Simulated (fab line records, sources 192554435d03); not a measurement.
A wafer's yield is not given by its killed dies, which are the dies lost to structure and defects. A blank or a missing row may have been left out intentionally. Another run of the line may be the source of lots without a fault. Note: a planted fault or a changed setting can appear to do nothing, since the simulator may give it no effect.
A struck lot beside a sound one -- flow n5-finfet -- 18 out of 1938 route steps
Sound: the wafers L792.2, L792.4, L792.6. Struck: wafers L798.1, L798.3, L798.6. The cause is given at the end.
For every step that has rows: the tool of each side, followed by ch and its chambers, followed by its first start. Under that, the readings that differ: sound wafers -- struck wafers -- difference of the means -- sigmas: that difference in standard deviations of wafers without a fault.
alike: readings whose means differ by less than 2 such deviations, and words and numbers that are the same on both sides. not compared: withheld readings, readings that some wafer has no value for, bounds like >300 that may hide the same value, and numbers for which the record gives no deviation and whose values overlap.
The two part at a step that has a row with sigmas, a row that says differs or no value, or rows on one side only. When numbers do not overlap yet have no deviation, they are printed without sigmas and do not part them. A reading that every wafer of one side lacks parts them only if that side has two wafers or more.

first, 1 step without rows for these wafers: N5_BEOL_M0_SAQP_SPACER1_ETCHBACK_99 (etches SiO2 in CHF3/O2, target depth 15.4 nm, time 7.7 s).
N5_BEOL_M0_SAQP_MANDREL1_REMOVE_100: chemistry HBr/Cl2/O2, target a-Si, stops on SiNx, bt time 10 s.
  sound on rie-si-04 ch 0,1, day 6 00:17; struck on rie-si-05 ch 0,2,3, day 7 06:59
  alike: drypump-motor-current-A, oes-product-au, throttle-valve-pct
  not compared: rf-hours-counter-h
N5_BEOL_M0_SAQP_CD_MEAS_25 targets a cd of 13.1 nm.
  sound on cd-sem-03 ch 0, day 6 00:25; struck on cd-sem-02 ch 0, day 7 07:07
  alike: cd-nm
then, 1 step without rows for these wafers: N5_BEOL_M0_SAQP_ETCH_101 (etches SiNx in CH3F/O2, target depth 29.9 nm, time 42.7 s).
N5_BEOL_M0_SAQP_ETCH_102: etches SiO2 in CF4, target depth 4 nm, time 4.4 s.
  sound on rie-si-06 ch 0,3, day 6 00:33; struck on rie-si-04 ch 0,2,3, day 7 07:16
  alike: drypump-motor-current-A, oes-product-au, throttle-valve-pct
  not compared: rf-hours-counter-h
then, 4 steps without rows for these wafers: N5_BEOL_M0_SAQP_MANDREL_ETCH_103 (etches a-Si in HBr/Cl2, stops on SiCN, target depth 45 nm, bt time 10 s, time 27 s); N5_BEOL_M0_SAQP_RECESS_104 (chemistry HF/NH3, target SiO2, target depth 18 nm, afs cycles 3, sublimation time 60 s); N5_BEOL_M0_SAQP_COAT_105 (time 60 s, resist thk 100 nm); N5_BEOL_M0_SAQP_ETCH_106 (etches SOC in N2/H2, stops on SiNx, target depth 150 nm).
N5_BEOL_M0_SAQP_ETCH_107: etches SiNx in CH3F/O2, target depth 30 nm.
  sound on rie-diel-05 ch 0,2, day 6 01:11; struck on rie-diel-02 ch 0,2, day 7 07:53
  alike: drypump-motor-current-A, oes-product-au, rf-vpp-V, showerhead-plenum-p-Torr, throttle-valve-pct
  not compared: rf-hours-counter-h
N5_BEOL_M0_SAQP_STRIP_108: strips in N2/H2.
  sound on rie-diel-05 ch 0,2, day 6 01:14; struck on rie-diel-02 ch 0,2, day 7 07:55
  alike: drypump-motor-current-A, oes-product-au, rf-vpp-V, showerhead-plenum-p-Torr, throttle-valve-pct
  not compared: rf-hours-counter-h
then, 1 step without rows for these wafers: N5_BEOL_M0_SAQP_RECESS_109 (chemistry HF/NH3, target SiO2, target depth 3 nm, afs cycles 1, sublimation time 60 s).
N5_BEOL_M0_SAQP_SPACER2_ALD_26: deposits SiO2, target thk 15 nm, pulse time 1 s, purge time 2 s.
  sound on ald-sin-01 ch 1,2,3, day 6 01:32; struck on ald-sin-02 ch 0,3, day 7 08:07
  no value came back on the struck wafers for any of 5 readings (chamber-pressure-Torr (Torr), co-reactant-purge-time-s (s) and others); on the sound wafers chamber-pressure-Torr (Torr) reads 1.999 1.999 1.995
N5_BEOL_M0_SAQP_SPACER2_ETCHBACK_27: etches SiO2 in CHF3/O2, target depth 22.5 nm, time 11.25 s.
  sound on rie-diel-05 ch 1,3, day 6 02:04; struck on rie-diel-05 ch 0,2, day 7 08:40
  alike: drypump-motor-current-A, oes-product-au, rf-vpp-V, showerhead-plenum-p-Torr, throttle-valve-pct
  not compared: rf-hours-counter-h
N5_BEOL_M0_SAQP_MANDREL2_REMOVE_110: chemistry HBr/Cl2/O2, target a-Si, stops on SiCN, bt time 10 s.
  sound on rie-si-05 ch 0,1,2, day 6 02:10; struck on rie-si-05 ch 0,1,3, day 7 08:46
reading,sound,struck,difference,sigmas
model.BEOL_M0_SAQP.cd-nm (nm),15.2 15 15,12.8 13 13,-2.1,
  alike: drypump-motor-current-A, oes-product-au, throttle-valve-pct
  not compared: rf-hours-counter-h
N5_BEOL_M0_SAQP_CD_MEAS_29 targets a cd of 14.4 nm.
  sound on cd-sem-03 ch 0, day 6 02:16; struck on cd-sem-01 ch 0, day 7 08:52
reading,sound,struck,difference,sigmas
cd-nm (nm),15.20 15.35 14.84,- - -,no value on the struck wafers,
then, 1 step without rows for these wafers: N5_BEOL_M0_SAQP_COAT_69 (time 60 s, resist thk 90 nm).
N5_BEOL_M4_RC_MEAS_101:
  the record has rows for the sound wafers here (prober-02 ch 0, day 8 11:43) and none for the struck ones

## WHERE THEY PART
Earliest at N5_BEOL_M0_SAQP_SPACER2_ALD_26; latest, in this record, at N5_BEOL_M4_RC_MEAS_101.

WHY: what the simulator had put in
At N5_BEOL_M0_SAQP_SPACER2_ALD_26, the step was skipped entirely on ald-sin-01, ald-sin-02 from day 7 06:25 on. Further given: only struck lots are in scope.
